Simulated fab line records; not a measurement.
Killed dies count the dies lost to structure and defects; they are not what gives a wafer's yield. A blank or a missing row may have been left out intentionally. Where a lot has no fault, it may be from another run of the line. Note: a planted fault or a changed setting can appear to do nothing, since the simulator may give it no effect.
Comparing a struck lot with a sound one | flow n5 finfet | 16 out of 1938 route steps
Sound: wafers L123.1, L123.3, L123.5. Wafers L130.1, L130.5, L130.6 were the ones struck. At the end, the cause is stated.
Order at every step that has rows: each side's tool, ch and its chambers, its first start. Under that, the readings that differ: sound wafers | struck wafers | difference of the means | sigmas: that difference in standard deviations of wafers without a fault.
alike: readings whose means differ by less than 2 such deviations, and words and numbers that are the same on both sides. not compared: withheld readings, readings that some wafer has no value for, bounds like >300 that may hide the same value, and numbers for which the record gives no deviation and whose values overlap.
Wherever a step has rows on one side only, a row that says differs or no value, or a row with sigmas, the two part there. Numbers that don't overlap but have no deviation are shown without sigmas and don't part them. A reading that every wafer of one side lacks parts them only if that side has two wafers or more.

first, 2 steps without rows for these wafers: N5_BEOL_M2_SPUTTER_79 (material Cu, target thk 4.5 nm, time 8.29 s); N5_BEOL_M2_ANNEAL_80 (time 240 s).
N5_BEOL_M2_SPUTTER_81: material Cu, target thk 4.5 nm, time 8.29 s.
  sound: pvd sputter-03 at day 7 06:31; struck: pvd sputter-02 at day 8 21:46
  alike: chamber pressure pa, chuck gas flow sccm, throttle valve pct
N5_BEOL_M2_ANNEAL_82: time 240 s.
  sound: pvd sputter-03 at day 7 06:36; struck: pvd sputter-02 at day 8 21:50
  alike: heater power w
N5_BEOL_M2_SPUTTER_86: material Cu, target thk 4.5 nm, time 8.29 s.
  sound: pvd sputter-03 at day 7 06:44; struck: pvd sputter-02 at day 8 21:59
  alike: chamber pressure pa, chuck gas flow sccm, throttle valve pct
then, 1 step without rows for these wafers: N5_BEOL_M2_ANNEAL_87 (time 240 s).
N5_BEOL_M2_SPUTTER_88: material Cu, target thk 4.5 nm, time 8.29 s.
  sound: pvd sputter-03 at day 7 06:58; struck: pvd sputter-02 at day 8 22:12
  reading                    | sound          | struck         | difference | sigmas
  chuck gas flow sccm (sccm) | 1.30 1.31 1.32 | 1.20 1.19 1.22 | -0.11      | -2
  alike: chamber pressure pa, throttle valve pct
then, 2 steps without rows for these wafers: N5_BEOL_M2_ANNEAL_89 (time 240 s); N5_BEOL_M2_SPUTTER_90 (material Cu, target thk 4.5 nm, time 8.29 s).
N5_BEOL_M2_ANNEAL_91: time 240 s.
  sound: pvd sputter-03 at day 7 07:16; struck: pvd sputter-02 at day 8 22:30
  alike: heater power w
then, 2 steps without rows for these wafers: N5_BEOL_M2_SPUTTER_92 (material Cu, target thk 4.5 nm, time 8.29 s); N5_BEOL_M2_ANNEAL_93 (time 240 s).
N5_BEOL_M2_SPUTTER_94: material Cu, target thk 4.5 nm, time 8.29 s.
  sound: pvd sputter-03 at day 7 07:37; struck: pvd sputter-02 at day 8 22:52
  no value came back on the struck wafers for chamber pressure pa (Pa), chuck gas flow sccm (sccm), throttle valve pct (%); on the sound wafers chamber pressure pa (Pa) reads 0.07008 0.06985 0.06972
then, 1 step without rows for these wafers: N5_BEOL_M2_ANNEAL_95 (time 240 s).
-- the record jumps here: 2 days lie between the struck wafers' starts before and after (it left off in module BEOL_M2 and takes up again in module BEOL_M4, whose first step shown is number 1111 of the route) --
N5_BEOL_M4_RC_MEAS_101:
  sound on prober-01 ch 0, day 8 22:01; struck on prober-01 ch 0, day 11 05:59
  alike: DIBL_N, DIBL_P, IOFF_N, IOFF_P, ION_N, ION_P, SS_N, SS_P, VT_N, VT_P
-- a jump in the record: the struck wafers' starts before and after are 4 days apart (it breaks off in module BEOL_M4 and resumes in module PASSIVATION, where the first step shown is number 1936 of the route) --
N5_PASSIVATION_PROBE_49:
  sound: prober-01 at day 13 06:07; struck: prober-01 at day 15 10:17
  reading            | sound    | struck   | difference | sigmas
  killed_at_M0_to_M3 | 26 24 36 | 67 43 42 | +22        | +2
  killed at contacts | 24 21 26 | 9 12 6   | -15        | -2
  alike: defect limited yield, killed_at_M4_up, killed at front end, killed at other, killed dies, killed open, killed short, sort_bin_4_leakage, sort_bin_5_function, sort_bin_6_memory, sort_bin_8_speed, sort n pass, sort yield pct

WHERE THEY PART
Last at N5_PASSIVATION_PROBE_49 as far as this record goes, first at N5_BEOL_M2_SPUTTER_88.

WHY: what the simulator had put in
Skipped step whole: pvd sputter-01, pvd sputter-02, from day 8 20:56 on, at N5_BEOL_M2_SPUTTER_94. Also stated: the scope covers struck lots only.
